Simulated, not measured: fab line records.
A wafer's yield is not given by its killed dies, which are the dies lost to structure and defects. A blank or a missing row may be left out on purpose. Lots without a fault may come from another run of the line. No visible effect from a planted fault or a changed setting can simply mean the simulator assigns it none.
Code-filled problem report in 8D (eight disciplines) form || flow n5-finfet || the parts of the form that need people (team, actions taken, sign-off) are left out

== 1. WHAT IS WRONG ==
Across 3 wafers from 2 lots, CJ_N at N5_BEOL_M4_RC_MEAS_101 averages 3.20, while fault-free wafers read 4.34 with a standard deviation of 0.085. Measured from the usual mean, that is -13 standard deviations.
First observed at day 10 02:59: wafer L104.1, on prober-02. At this step, 30 wafers from 10 lots have a number in the record. The rule behind "out" and "out of limits": a value lying over 4 standard deviations away from the usual mean. The rest of the wafers with a number are treated as sound.

== 2. WHAT IT IS, AND WHAT IT ISN'T ==
{"question": "which readings at this step", "is": "CJ_N, CJ_P, RS_PWELL", "is not": "DIBL_N, DIBL_P, IOFF_N, IOFF_P, ION_P, SS_N, SS_P, VT_N, VT_P"}
{"question": "which lots", "is": "L104, L106", "is not": "L101, L110, L112, L115, L996, L997, L998, L999"}
{"question": "which wafers of those lots", "is": "L104.1, L104.5, L106.5", "is not": "L104.3, L106.3, L106.6"}
{"question": "read on which gauges", "is": "prober-01, prober-02", "is not": "-"}
{"question": "when", "is": "from day 10 02:59", "is not": "up to then (16 sound wafers); but 11 sound wafers of L106, L110, L112, L115 came after"}

== 3. THE SUSPECTS, EACH WITH WHAT RULES IT OUT ==
Counting: a tool at a process step up to the reading stays a suspect if it ran every lot that is out. Sound lots after the first of them don't rule it out here, since some wafers of a struck lot are sound.
- the gauge at N5_BEOL_M4_RC_MEAS_101 is ruled out. 2 gauges (prober-01, prober-02) read the wafers that are out.
- epi-rpcvd-03 at N5_WELL_APT_EPI_41 (deposits Si from SiH4/H2, target thk 50 nm, time 297.7 s): kept. Every lot that is out went through it, the first being L104 (day 3 22:25); the last sound lot it ran before that was L998 (day 2 10:11).
- pvd-sputter-01 at N5_BEOL_M4_ANNEAL_95 (time 240 s): kept. Every lot that is out went through it, the first being L104 (day 10 01:44); the last sound lot it ran before that was L998 (day 8 16:14).
What counting leaves: epi-rpcvd-03 at N5_WELL_APT_EPI_41 and pvd-sputter-01 at N5_BEOL_M4_ANNEAL_95.

== 4. THE CAUSE (what the simulator had put in) ==
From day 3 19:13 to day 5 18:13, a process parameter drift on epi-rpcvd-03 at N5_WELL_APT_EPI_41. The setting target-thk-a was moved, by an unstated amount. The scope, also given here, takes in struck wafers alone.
2 suspects survive the count, and this tool is in that group.

== 5. THE EFFECT CHAIN, in route order ==
One row per reading whose mean, taken over the struck wafers that have a number, lies over 3 standard deviations from the usual. Scope: only readings with a usual standard deviation given in the record; hours: median across lots of the time from each lot's start at the first step in this table that gives one to its start at this step; sigmas: change in usual standard deviations.
{"hours": 0, "step": "N5_BEOL_M4_RC_MEAS_101", "reading": "CJ_N", "usual": 4.34, "on struck wafers": 3.20, "change": -1.14, "sigmas": -13}
{"hours": 0, "step": "N5_BEOL_M4_RC_MEAS_101", "reading": "CJ_P", "usual": 5.78, "on struck wafers": 4.93, "change": -0.85, "sigmas": -4.7}
{"hours": 0, "step": "N5_BEOL_M4_RC_MEAS_101", "reading": "RS_PWELL", "usual": "3012 ohm/sq", "on struck wafers": 2859, "change": -153, "sigmas": -7.7}
Later steps that measure or inspect, where all struck wafers having a row at the step show a number for every such reading and not one has moved that far: N5_BEOL_M5_THK_MEAS_01.

== 6. WHAT WOULD HAVE CAUGHT IT SOONER ==
In this record the first reading out of limits at a measuring or inspecting step was taken at day 10 02:59, 152 hours after the fault began at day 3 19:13.
No tool reading at N5_WELL_APT_EPI_41 that has a usual standard deviation in the record was out on any struck wafer, so an alarm limit of 4 standard deviations on those readings would not have fired.
Each of the lots that are out, 2 in all, had begun N5_WELL_APT_EPI_41 on epi-rpcvd-03 no later than day 10 02:59. Holding the tool at that point would not have protected any of them.
